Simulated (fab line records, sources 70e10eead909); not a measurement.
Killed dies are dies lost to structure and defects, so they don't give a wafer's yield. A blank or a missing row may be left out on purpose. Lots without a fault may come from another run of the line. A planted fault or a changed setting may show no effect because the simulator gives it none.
Which tool did it? | flow nand_harc | 12 lots, 36 wafers sampled, at 1 step of a route of 1302

WHAT THE GAUGES READ, wafer by wafer
NHARC_A_CONTACT_INSPECT_44.
lot  | measured     | on                | raw_defect_count
L074 | day 21 22:20 | defect_inspect-02 | 123 108 99
L078 | day 22 13:06 | defect_inspect-02 | 102 111 125
L079 | day 24 00:21 | defect_inspect-01 | 76 74 84
L080 | day 25 01:33 | defect_inspect-02 | 105 111 110
L082 | day 25 05:45 | defect_inspect-01 | 25 29 27
L085 | day 26 05:14 | defect_inspect-02 | 118 142 127
L087 | day 26 15:20 | defect_inspect-02 | 61 68 54
L091 | day 27 14:16 | defect_inspect-02 | 102 106 83
L088 | day 27 19:37 | defect_inspect-02 | 65 64 62
L093 | day 29 00:19 | defect_inspect-02 | 86 112 104
L094 | day 29 17:32 | defect_inspect-01 | 36 40 44
L097 | day 30 22:28 | defect_inspect-02 | 32 36 46

WHICH TOOL RAN EACH LOT (tool, then ch and the chambers of the sampled wafers, then the start)
The record holds no process step before these readings.

THE ANSWER, worked out from the rows above alone
Rule: what is usual is taken from the lots themselves. Put in order of their means at a reading, lots are off if they are a third of the lots or fewer, leave a main group of 4 or more, and stand apart from it by a gap of 3 or more times the standard deviation of the main group's means; of several such gaps the widest counts. A main group whose means are all the same, to the digits that the tables above print for the reading, isn't used. A lot without any number at a reading at which 4 lots or more have one is off too. The other lots that the step has rows for count as sound.
No lot is off at any reading shown: from this, nothing can be told.

WHAT THE SIMULATOR HAD PUT IN
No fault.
